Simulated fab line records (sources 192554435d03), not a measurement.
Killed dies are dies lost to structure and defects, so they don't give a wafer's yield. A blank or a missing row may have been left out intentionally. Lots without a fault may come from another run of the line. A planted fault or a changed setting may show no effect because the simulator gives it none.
Which of the tools did it?	flow n5_finfet	72 wafers from 24 lots sampled at 5 of the route's 1938 steps

WHAT THE GAUGES SHOWED, per wafer
N5_BEOL_M10_INSPECT_30: inspects for defects (brightfield). Usual: raw_defect_count reads 456 (standard deviation 110).
lot	measured	on	raw_defect_count	flag
L074	day 10 21:37	defect_inspect-02	468 593 512	
L075	day 10 21:47	defect_inspect-01	516 531 580	
L076	day 11 12:31	defect_inspect-01	334 444 391	
L077	day 11 13:38	defect_inspect-02	550 708 560	
L078	day 11 19:04	defect_inspect-01	383 402 501	
L079	day 11 19:19	defect_inspect-02	311 291 376	
L080	day 11 20:31	defect_inspect-02	358 442 530	
L081	day 12 17:39	defect_inspect-02	312 405 519	
L082	day 12 20:14	defect_inspect-01	514 552 660	
L083	day 13 04:27	defect_inspect-02	511 429 446	
L084	day 13 01:04	defect_inspect-01	387 359 362	
L085	day 13 23:30	defect_inspect-01	323 304 427	
L087	day 14 02:24	defect_inspect-02	664 559 578	
L088	day 14 02:37	defect_inspect-01	473 350 452	
L086	day 14 03:20	defect_inspect-02	504 448 477	
L089	day 14 04:35	defect_inspect-02	435 349 609	
L091	day 14 12:14	defect_inspect-02	446 413 386	
L090	day 14 18:34	defect_inspect-02	495 677 556	
L092	day 15 05:43	defect_inspect-02	339 330 453	
L093	day 15 05:52	defect_inspect-02	411 355 409	
L094	day 15 17:33	defect_inspect-01	561 484 409	
L095	day 16 01:45	defect_inspect-01	457 463 436	
L097	day 16 19:17	defect_inspect-02	783 841 636	
L096	day 16 23:23	defect_inspect-01	239 230 302	

N5_BEOL_M11_OVL_MEAS_29. Usual: V10_OVL typically reads -0.3 nm, with standard deviation 0.69.
lot	measured	on	V10_OVL (nm)	flag
L074	day 11 05:46	overlay-01	0.4 -0.9 -0.7	
L075	day 11 09:51	overlay-01	-0.8 -0.3 -0.2	
L076	day 11 19:21	overlay-02	-0.5 0.1 -0.4	
L077	day 11 20:16	overlay-01	0.5 -0.6 -0.2	
L078	day 12 07:39	overlay-01	-0.3 1.1 1.1	
L079	day 12 07:37	overlay-01	-0.1 -0.1 -0.7	
L080	day 12 07:42	overlay-01	-0.5 -0.5 1.0	
L081	day 13 00:14	overlay-01	-0.8 -1.9 -1.2	
L082	day 13 04:17	overlay-01	-0.8 -0.6 -0.5	
L083	day 13 12:52	overlay-02	0.8 1.2 0.4	
L084	day 13 13:02	overlay-02	0.1 -0.8 0.8	
L085	day 14 07:06	overlay-02	-0.4 -0.9 -1.4	
L087	day 14 12:07	overlay-01	-1.2 -1.3 -1.6	
L088	day 14 12:19	overlay-02	-0.5 0.5 -1.0	
L086	day 14 12:29	overlay-02	-0.1 0.8 -0.2	
L089	day 14 13:36	overlay-02	0.0 0.5 -0.3	
L091	day 14 22:58	overlay-02	-0.9 -0.1 -0.9	
L090	day 15 02:56	overlay-01	-1.2 -0.6 -1.0	
L092	day 15 11:32	overlay-02	-0.2 -0.1 0.3	
L093	day 15 17:24	overlay-01	-0.1 0.1 -0.7	
L094	day 16 00:47	overlay-01	-1.4 -0.2 -0.4	
L095	day 16 10:56	overlay-02	-0.3 0.3 0.1	
L097	day 17 05:20	overlay-01	-0.1 -0.8 0.0	
L096	day 17 08:28	overlay-01	-1.3 1.0 -0.4	

WHAT TOOL EACH LOT RAN ON (gives the tool, then ch and the chambers of the sampled wafers, and finally the start)
lot	N5_BEOL_M10_ETCH_62	N5_BEOL_M10_DEGAS_44	N5_BEOL_M10_ANNEAL_51
L074	rie_diel-05 ch 0,2, day 10 18:01	pvd_sputter-01, day 10 23:00	rtp_anneal-01 ch 0, day 10 23:58
L075	rie_diel-03 ch 0,2,3, day 10 18:04	pvd_sputter-01, day 10 23:32	rtp_anneal-01 ch 0, day 11 04:17
L076	rie_diel-03 ch 0,2,3, day 11 11:28	pvd_sputter-03, day 11 14:26	rtp_anneal-01 ch 0, day 11 15:20
L077	rie_diel-01 ch 0,1,3, day 11 11:56	pvd_sputter-02, day 11 14:43	rtp_anneal-02 ch 0, day 11 15:39
L078	rie_diel-03 ch 1,2,3, day 11 18:13	pvd_sputter-02, day 11 20:31	rtp_anneal-02 ch 0, day 11 21:32
L079	rie_diel-03 ch 0,2, day 11 18:28	pvd_sputter-02, day 11 20:35	rtp_anneal-02 ch 0, day 11 21:52
L080	rie_diel-01 ch 1,3, day 11 18:49	pvd_sputter-02, day 11 21:35	rtp_anneal-02 ch 0, day 12 01:23
L081	rie_diel-01 ch 1,3, day 12 15:52	pvd_sputter-01, day 12 18:43	rtp_anneal-02 ch 0, day 12 20:11
L082	rie_diel-01 ch 0,1, day 12 19:02	pvd_sputter-01, day 12 21:29	rtp_anneal-02 ch 0, day 12 22:20
L083	rie_diel-01 ch 0,2,3, day 12 23:53	pvd_sputter-01, day 13 06:02	rtp_anneal-01 ch 0, day 13 07:28
L084	rie_diel-01 ch 0,1,2, day 13 00:14	pvd_sputter-01, day 13 04:41	rtp_anneal-02 ch 0, day 13 06:11
L085	rie_diel-01 ch 0,1,2, day 13 21:04	pvd_sputter-02, day 14 02:07	rtp_anneal-01 ch 0, day 14 03:54
L087	rie_diel-01 ch 1,2, day 13 23:47	pvd_sputter-03, day 14 04:18	rtp_anneal-01 ch 0, day 14 05:31
L088	rie_diel-05 ch 0,1,2, day 13 23:49	pvd_sputter-02, day 14 04:19	rtp_anneal-01 ch 0, day 14 05:47
L086	rie_diel-05 ch 0,2,3, day 14 02:11	pvd_sputter-02, day 14 04:28	rtp_anneal-02 ch 0, day 14 06:23
L089	rie_diel-03 ch 0,2,3, day 14 03:17	pvd_sputter-01, day 14 05:45	rtp_anneal-01 ch 0, day 14 07:57
L091	rie_diel-05 ch 0,2,3, day 14 08:18	pvd_sputter-02, day 14 13:16	rtp_anneal-02 ch 0, day 14 14:59
L090	rie_diel-03 ch 0,1,3, day 14 16:21	pvd_sputter-01, day 14 19:43	rtp_anneal-02 ch 0, day 14 20:58
L092	rie_diel-03 ch 2,3, day 15 04:13	pvd_sputter-02, day 15 06:59	rtp_anneal-01 ch 0, day 15 08:01
L093	rie_diel-03 ch 1,2,3, day 15 04:32	pvd_sputter-03, day 15 07:37	rtp_anneal-02 ch 0, day 15 09:40
L094	rie_diel-01 ch 0,1, day 15 12:20	pvd_sputter-02, day 15 18:54	rtp_anneal-01 ch 0, day 15 20:44
L095	rie_diel-03 ch 1,2, day 16 00:32	pvd_sputter-01, day 16 04:53	rtp_anneal-01 ch 0, day 16 05:55
L097	rie_diel-05 ch 2,3, day 16 17:29	pvd_sputter-03, day 16 20:31	rtp_anneal-02 ch 0, day 16 22:05
L096	rie_diel-05 ch 1,2,3, day 16 20:50	pvd_sputter-02, day 17 00:45	rtp_anneal-02 ch 0, day 17 01:37
- N5_BEOL_M10_ETCH_62: etches SOC in N2/H2, target depth 110 nm, overetch 22 nm, time 165 s.
- N5_BEOL_M10_DEGAS_44: time 60 s.
- N5_BEOL_M10_ANNEAL_51: time 90 s.

AS READ BY THE TOOLS THEMSELVES (means over the sampled wafers that have a number; for cases with no such wafer, the mark the record gives instead)
N5_BEOL_M10_ETCH_62. Usual: drypump_motor_current_A 5.7 A, standard deviation 0.33; h2_flow_sccm 200.0 sccm, standard deviation 0.6; oes_product_au 0.67 a.u., standard deviation 0.061; rf_vpp_V 524.1 V, standard deviation 2.7; showerhead_plenum_p_Torr 2.54 Torr, standard deviation 0.089; throttle_valve_pct 17.85 %, standard deviation 0.25.
lot	tool	drypump_motor_current_A (A)	h2_flow_sccm (sccm)	oes_product_au (a.u.)	rf_vpp_V (V)	showerhead_plenum_p_Torr (Torr)	throttle_valve_pct (%)	flag
L074	rie_diel-05	5.9	200.1	0.71	523.2	2.51	18.15	
L075	rie_diel-03	5.6	200.0	0.63	523.6	2.54	17.95	
L076	rie_diel-03	5.6	199.5	0.63	523.9	2.54	17.95	
L077	rie_diel-01	5.7	199.7	0.68	526.7	2.62	17.69	
L078	rie_diel-03	5.6	200.7	0.62	521.8	2.45	17.85	
L079	rie_diel-03	5.6	200.3	0.59	523.4	2.54	18.14	
L080	rie_diel-01	5.6	199.1	0.69	527.0	2.67	17.63	
L081	rie_diel-01	5.4	200.8	0.71	527.3	2.67	17.61	
L082	rie_diel-01	6.1	199.7	0.64	524.5	2.56	17.80	
L083	rie_diel-01	5.8	200.5	0.71	525.6	2.59	17.73	
L084	rie_diel-01	6.1	200.4	0.67	525.1	2.58	17.76	
L085	rie_diel-01	6.1	199.6	0.66	525.3	2.57	17.78	
L087	rie_diel-01	6.1	199.7	0.69	525.6	2.59	17.74	
L088	rie_diel-05	5.8	200.1	0.67	523.3	2.51	17.87	
L086	rie_diel-05	5.7	199.6	0.67	522.2	2.48	18.09	
L089	rie_diel-03	5.6	200.2	0.61	523.2	2.53	18.00	
L091	rie_diel-05	5.7	199.9	0.67	522.3	2.48	18.10	
L090	rie_diel-03	5.6	199.6	0.67	525.4	2.61	17.88	
L092	rie_diel-03	5.7	199.9	0.62	521.6	2.46	17.92	
L093	rie_diel-03	5.6	200.5	0.67	524.6	2.55	17.79	
L094	rie_diel-01	6.0	200.3	0.63	525.3	2.59	17.78	
L095	rie_diel-03	5.6	199.9	0.65	522.6	2.50	17.89	
L097	rie_diel-05	5.5	200.0	0.69	521.9	2.46	18.19	
L096	rie_diel-05	5.7	200.1	0.68	522.5	2.49	17.97	

N5_BEOL_M10_DEGAS_44. Usual: heater_power_w reads 336 W (standard deviation 23).
lot	tool	heater_power_w (W)	flag
L074	pvd_sputter-01	326	
L075	pvd_sputter-01	330	
L076	pvd_sputter-03	331	
L077	pvd_sputter-02	323	
L078	pvd_sputter-02	328	
L079	pvd_sputter-02	321	
L080	pvd_sputter-02	335	
L081	pvd_sputter-01	340	
L082	pvd_sputter-01	359	
L083	pvd_sputter-01	322	
L084	pvd_sputter-01	328	
L085	pvd_sputter-02	320	
L087	pvd_sputter-03	347	
L088	pvd_sputter-02	354	
L086	pvd_sputter-02	325	
L089	pvd_sputter-01	346	
L091	pvd_sputter-02	345	
L090	pvd_sputter-01	339	
L092	pvd_sputter-02	339	
L093	pvd_sputter-03	342	
L094	pvd_sputter-02	331	
L095	pvd_sputter-01	332	
L097	pvd_sputter-03	334	
L096	pvd_sputter-02	329	

N5_BEOL_M10_ANNEAL_51. Usual: wafer_temp_C_max reads 225.87 (standard deviation 0.25).
lot	tool	wafer_temp_C_max	flag
L074	rtp_anneal-01	225.96	
L075	rtp_anneal-01	225.88	
L076	rtp_anneal-01	226.16	
L077	rtp_anneal-02	225.75	
L078	rtp_anneal-02	225.79	
L079	rtp_anneal-02	225.50	
L080	rtp_anneal-02	225.94	
L081	rtp_anneal-02	225.69	
L082	rtp_anneal-02	225.77	
L083	rtp_anneal-01	225.80	
L084	rtp_anneal-02	225.88	
L085	rtp_anneal-01	226.03	
L087	rtp_anneal-01	225.99	
L088	rtp_anneal-01	225.75	
L086	rtp_anneal-02	226.09	
L089	rtp_anneal-01	226.11	
L091	rtp_anneal-02	225.78	
L090	rtp_anneal-02	225.72	
L092	rtp_anneal-01	226.27	
L093	rtp_anneal-02	225.77	
L094	rtp_anneal-01	225.82	
L095	rtp_anneal-01	225.87	
L097	rtp_anneal-02	225.68	
L096	rtp_anneal-02	225.84	

THE ANSWER, worked out from the rows above alone
Rule: a lot counts as off when the mean over its wafers that have a number is more than 3 standard deviations away from the usual mean. A lot without any number at a reading at which 4 lots or more have one is off too. All remaining lots with rows at the step are treated as sound. Order of review: gauges by route order, followed by the tools' own readings, for which a lot's mean as printed above is used. The first step at which some lot is off is used, and at that step the reading that is off furthest; a lot without a number counts as furthest.
Nothing can be told from this: no lot is off at any reading shown.

WHAT THE SIMULATOR HAD PUT IN
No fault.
